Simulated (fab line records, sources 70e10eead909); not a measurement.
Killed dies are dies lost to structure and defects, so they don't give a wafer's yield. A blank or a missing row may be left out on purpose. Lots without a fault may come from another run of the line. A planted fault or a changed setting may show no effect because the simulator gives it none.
Chamber matching | flow nand_harc | NHARC_P_GATE_ALD_36 on ald_sin-03: 4 sister chambers
The step deposits SiNx, target thk 20 nm, pulse time 60 s, ald cycles 223. 8 wafers are shown with their chamber, then 9 later ones without.

WAFERS WITH THEIR CHAMBER
wafer  | chamber | heater_power_w (W) | heater_power_outer_w (W)
L078.2 | 1       | 971                | 559
L084.4 | 3       | 831                | 547
L084.2 | 0       | 762                | 449
L086.1 | 0       | 774                | 452
L086.6 | 1       | 943                | 519
L089.3 | 2       | 682                | 451
L089.4 | 3       | 857                | 558
L089.6 | 2       | 681                | 462

WAFERS WITHOUT THEIR CHAMBER
wafer  | heater_power_w (W) | heater_power_outer_w (W)
L091.1 | 693                | 452
L091.2 | 787                | 447
L091.3 | 932                | 532
L093.3 | 688                | 448
L093.1 | 846                | 543
L093.4 | 781                | 445
L097.3 | 686                | 451
L097.2 | 823                | 548
L097.5 | 942                | 516

WHICH CHAMBER EACH WENT THROUGH
wafer  | from the rows above | in truth
L091.1 | 2                   | 2
L091.2 | 0                   | 0
L091.3 | 1                   | 1
L093.3 | 2                   | 2
L093.1 | 3                   | 3
L093.4 | 0                   | 0
L097.3 | 2                   | 2
L097.2 | 3                   | 3
L097.5 | 1                   | 1
Placed correctly: 9 of 9. Can't be placed from these rows: 0. Placed wrongly: 0.
How it was worked out, from the rows above alone: a wafer's distance from a chamber is the root of the sum, over the readings, of the square of ((its reading less the chamber's mean) divided by the reading's scatter). The wafer belongs to the nearest chamber; if the next one is less than 2 further off, it can't be placed. A chamber's mean is the mean of its shown wafers. The scatter: the root of (the sum of the squares of (reading less its chamber's mean) over the shown wafers, divided by (wafers less chambers)).
